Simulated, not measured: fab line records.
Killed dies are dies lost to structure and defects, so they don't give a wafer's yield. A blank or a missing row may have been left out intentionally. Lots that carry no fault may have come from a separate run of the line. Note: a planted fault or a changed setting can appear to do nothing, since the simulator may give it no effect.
The tool behind it: which one? / flow nand harc / 12 lots, 36 wafers sampled, at 4 steps of a route of 1302

## WHAT THE GAUGES READ, wafer by wafer
NHARC_A_SLIT_CD_MEAS_09 targets a cd of 300 nm.
lot=L407; measured=day 20 02:58; on=cd sem-01; cd nm (nm)=299.5 299.6 299.7
lot=L408; measured=day 20 07:15; on=cd sem-03; cd nm (nm)=300.7 299.8 299.8
lot=L410; measured=day 20 21:26; on=cd sem-01; cd nm (nm)=300.2 299.5 299.5
lot=L412; measured=day 20 22:59; on=cd sem-02; cd nm (nm)=299.4 300.3 299.6
lot=L411; measured=day 21 00:15; on=cd sem-03; cd nm (nm)=299.6 299.7 298.9
lot=L409; measured=day 21 01:15; on=cd sem-02; cd nm (nm)=300.6 300.8 299.6
lot=L413; measured=day 21 19:31; on=cd sem-01; cd nm (nm)=300.0 299.8 300.4
lot=L415; measured=day 22 11:13; on=cd sem-03; cd nm (nm)=299.5 299.4 299.6
lot=L425; measured=day 27 00:10; on=cd sem-02; cd nm (nm)=299.9 299.9 299.9
lot=L426; measured=day 27 14:35; on=cd sem-03; cd nm (nm)=300.5 300.5 299.9
lot=L428; measured=day 29 12:00; on=cd sem-02; cd nm (nm)=300.2 300.5 300.5
lot=L430; measured=day 30 01:32; on=cd sem-03; cd nm (nm)=299.6 299.9 299.6

NHARC_A_WL_FILL_INSPECT_15.
lot=L407; measured=day 21 10:56; on=defect inspect-02; raw defect count=527 344 479
lot=L408; measured=day 21 23:20; on=defect inspect-02; raw defect count=612 817 725
lot=L410; measured=day 22 04:20; on=defect inspect-02; raw defect count=390 413 188
lot=L412; measured=day 22 04:21; on=defect inspect-02; raw defect count=570 460 421
lot=L411; measured=day 22 11:19; on=defect inspect-02; raw defect count=618 331 337
lot=L409; measured=day 22 11:20; on=defect inspect-01; raw defect count=612 435 522
lot=L413; measured=day 23 03:14; on=defect inspect-02; raw defect count=579 442 341
lot=L415; measured=day 23 17:59; on=defect inspect-01; raw defect count=429 379 737
lot=L425; measured=day 28 11:14; on=defect inspect-02; raw defect count=407 417 338
lot=L426; measured=day 28 22:05; on=defect inspect-02; raw defect count=378 364 306
lot=L428; measured=day 31 00:58; on=defect inspect-02; raw defect count=580 487 436
lot=L430; measured=day 31 09:20; on=defect inspect-01; raw defect count=332 365 345

## WHAT TOOL EACH LOT RAN ON (gives the tool, then ch and the chambers of the sampled wafers, and finally the start)
lot=L407; NHARC_A_WL_FILL_ALD_19=ald metal-02 ch 0,2,3, day 21 10:04; NHARC_A_WL_FILL_CMP_12=cmp-04 ch 2,3, day 21 10:28
lot=L408; NHARC_A_WL_FILL_ALD_19=ald metal-02 ch 2,3, day 21 22:31; NHARC_A_WL_FILL_CMP_12=cmp-03 ch 0,1, day 21 22:53
lot=L410; NHARC_A_WL_FILL_ALD_19=ald metal-04 ch 0,1, day 22 03:29; NHARC_A_WL_FILL_CMP_12=cmp-01 ch 0,1,2, day 22 03:53
lot=L412; NHARC_A_WL_FILL_ALD_19=ald metal-02 ch 0,1,2, day 22 03:29; NHARC_A_WL_FILL_CMP_12=cmp-03 ch 0,1,2, day 22 03:52
lot=L411; NHARC_A_WL_FILL_ALD_19=ald metal-02 ch 0,3, day 22 10:28; NHARC_A_WL_FILL_CMP_12=cmp-04 ch 0,1,2, day 22 10:51
lot=L409; NHARC_A_WL_FILL_ALD_19=ald metal-04 ch 0,2,3, day 22 10:28; NHARC_A_WL_FILL_CMP_12=cmp-01 ch 1,2,3, day 22 10:51
lot=L413; NHARC_A_WL_FILL_ALD_19=ald metal-02 ch 0,1,3, day 23 02:17; NHARC_A_WL_FILL_CMP_12=cmp-04 ch 0,3, day 23 02:46
lot=L415; NHARC_A_WL_FILL_ALD_19=ald metal-02 ch 1,2,3, day 23 17:07; NHARC_A_WL_FILL_CMP_12=cmp-01 ch 0,1,2, day 23 17:29
lot=L425; NHARC_A_WL_FILL_ALD_19=ald metal-02 ch 1,3, day 28 09:56; NHARC_A_WL_FILL_CMP_12=cmp-03 ch 1,2, day 28 10:46
lot=L426; NHARC_A_WL_FILL_ALD_19=ald metal-04 ch 1,2, day 28 21:06; NHARC_A_WL_FILL_CMP_12=cmp-01 ch 0,1,3, day 28 21:40
lot=L428; NHARC_A_WL_FILL_ALD_19=ald metal-02 ch 0,2,3, day 31 00:08; NHARC_A_WL_FILL_CMP_12=cmp-04 ch 0,1, day 31 00:29
lot=L430; NHARC_A_WL_FILL_ALD_19=ald metal-04 ch 2,3, day 31 08:29; NHARC_A_WL_FILL_CMP_12=cmp-01 ch 0,1,3, day 31 08:52
- NHARC_A_WL_FILL_ALD_19: deposits TiN, target thk 2 nm, pulse time 3 s, ald cycles 100.
- NHARC_A_WL_FILL_CMP_12: polishes, t overpolish 30 s, target thk 100 nm.

## AS READ BY THE TOOLS THEMSELVES (means over the sampled wafers that have a number; for cases with no such wafer, the mark the record gives instead)
NHARC_A_WL_FILL_ALD_19.
lot=L407; tool=ald metal-02; heater power w (W)=1165; precursor pulse height rel=1.012
lot=L408; tool=ald metal-02; heater power w (W)=1071; precursor pulse height rel=0.994
lot=L410; tool=ald metal-04; heater power w (W)=1103; precursor pulse height rel=0.995
lot=L412; tool=ald metal-02; heater power w (W)=1072; precursor pulse height rel=0.991
lot=L411; tool=ald metal-02; heater power w (W)=1227; precursor pulse height rel=1.015
lot=L409; tool=ald metal-04; heater power w (W)=1078; precursor pulse height rel=1.005
lot=L413; tool=ald metal-02; heater power w (W)=1171; precursor pulse height rel=0.997
lot=L415; tool=ald metal-02; heater power w (W)=1111; precursor pulse height rel=0.987
lot=L425; tool=ald metal-02; heater power w (W)=1099; precursor pulse height rel=0.987
lot=L426; tool=ald metal-04; heater power w (W)=1007; precursor pulse height rel=0.989
lot=L428; tool=ald metal-02; heater power w (W)=1180; precursor pulse height rel=1.001
lot=L430; tool=ald metal-04; heater power w (W)=1086; precursor pulse height rel=1.005

NHARC_A_WL_FILL_CMP_12.
lot=L407; tool=cmp-04; motor current A (A)=11.9; overpolish run s (s)=30.004; time to endpoint s (s)=21.8
lot=L408; tool=cmp-03; motor current A (A)=10.2; overpolish run s (s)=30.004; time to endpoint s (s)=21.2
lot=L410; tool=cmp-01; motor current A (A)=13.3; overpolish run s (s)=30.001; time to endpoint s (s)=20.3
lot=L412; tool=cmp-03; motor current A (A)=10.9; overpolish run s (s)=30.002; time to endpoint s (s)=17.7
lot=L411; tool=cmp-04; motor current A (A)=12.2; overpolish run s (s)=29.999; time to endpoint s (s)=21.8
lot=L409; tool=cmp-01; motor current A (A)=12.7; overpolish run s (s)=30.008; time to endpoint s (s)=17.9
lot=L413; tool=cmp-04; motor current A (A)=11.8; overpolish run s (s)=30.006; time to endpoint s (s)=23.5
lot=L415; tool=cmp-01; motor current A (A)=13.1; overpolish run s (s)=30.001; time to endpoint s (s)=18.8
lot=L425; tool=cmp-03; motor current A (A)=10.6; overpolish run s (s)=30.000; time to endpoint s (s)=13.4
lot=L426; tool=cmp-01; motor current A (A)=13.5; overpolish run s (s)=29.996; time to endpoint s (s)=20.5
lot=L428; tool=cmp-04; motor current A (A)=12.3; overpolish run s (s)=30.006; time to endpoint s (s)=19.9
lot=L430; tool=cmp-01; motor current A (A)=13.3; overpolish run s (s)=29.999; time to endpoint s (s)=20.8

## THE ANSWER, worked out from the rows above alone
Rule: what is usual is taken from the lots themselves. The widest of any qualifying gaps counts: lots, ordered by their means at a reading, are off when they make up no more than a third of the lots, leave a main group of 4 or more, and stand apart from it by 3 or more times the standard deviation of that group's means. If all means in a main group match to the digits the tables above print for the reading, that group is not used. A lot without any number at a reading at which 4 lots or more have one is off too. All remaining lots with rows at the step are treated as sound. Order of review: gauges by route order, followed by the tools' own readings, for which a lot's mean as printed above is used. At the first step where some lot is off, the reading lying furthest off is the one used; lots without a number count as furthest.
No lot is off at any reading shown: from this, nothing can be told.

## WHAT THE SIMULATOR PUT IN
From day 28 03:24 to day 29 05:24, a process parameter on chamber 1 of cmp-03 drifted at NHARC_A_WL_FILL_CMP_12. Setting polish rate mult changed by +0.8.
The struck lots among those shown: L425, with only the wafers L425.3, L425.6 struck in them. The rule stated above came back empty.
